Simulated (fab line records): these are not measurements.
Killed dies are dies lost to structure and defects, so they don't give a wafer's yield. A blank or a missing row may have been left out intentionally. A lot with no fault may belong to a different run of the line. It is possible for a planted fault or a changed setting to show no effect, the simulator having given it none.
Which tool is to blame? | flow nand harc | 43 wafers sampled from 15 lots at 1 step of a route of 1302

## WHAT THE GAUGES SHOWED, per wafer
NHARC_A_WL_FILL_INSPECT_15.
lot  | measured     | on                | raw defect count
L547 | day 20 22:51 | defect inspect-02 | 382 404 489
L549 | day 22 05:53 | defect inspect-01 | 375 258 257
L551 | day 22 10:06 | defect inspect-02 | 646 564
L550 | day 22 10:07 | defect inspect-01 | 509 408 466
L548 | day 22 13:10 | defect inspect-02 | 678 606
L558 | day 25 22:10 | defect inspect-02 | 521 675 468
L559 | day 26 06:58 | defect inspect-02 | 639 429 531
L560 | day 26 14:03 | defect inspect-02 | 1134 622 815
L561 | day 26 14:04 | defect inspect-01 | 372 411 362
L563 | day 28 07:31 | defect inspect-01 | 384 473 373
L562 | day 28 12:35 | defect inspect-01 | 525 448 462
L564 | day 28 15:48 | defect inspect-01 | 385 674 470
L565 | day 29 05:52 | defect inspect-01 | 512 568 450
L567 | day 29 15:50 | defect inspect-02 | 534 631 544
L569 | day 30 22:43 | defect inspect-01 | 499 383 493

## WHICH TOOL RAN EACH LOT (tool, then ch and the chambers of the sampled wafers, then the start)
Before these readings, the record contains no process step.

## WHAT THE TOOLS THEMSELVES READ (means of the sampled wafers that have a number; where no wafer has one, the mark that the record gives instead)
The record holds no such reading with a usual standard deviation.

## THE ANSWER, worked out from the rows above alone
Rule: the lots themselves supply what counts as usual. Put in order of their means at a reading, lots are off if they are a third of the lots or fewer, leave a main group of 4 or more, and stand apart from it by a gap of 3 or more times the standard deviation of the main group's means; of several such gaps the widest counts. A main group whose means are all the same, to the digits that the tables above print for the reading, isn't used. Also off: a lot with no number at a reading for which 4 or more lots have one. Where the step has rows for the other lots, those lots are counted as sound. First the gauges in route order, then the tools' own readings, where a lot's mean is used as printed above. At the first step where some lot is off, the reading lying furthest off is the one used; lots without a number count as furthest.
No lot is off on any of the readings shown, so nothing can be concluded from this.

## WHAT THE SIMULATOR PUT IN
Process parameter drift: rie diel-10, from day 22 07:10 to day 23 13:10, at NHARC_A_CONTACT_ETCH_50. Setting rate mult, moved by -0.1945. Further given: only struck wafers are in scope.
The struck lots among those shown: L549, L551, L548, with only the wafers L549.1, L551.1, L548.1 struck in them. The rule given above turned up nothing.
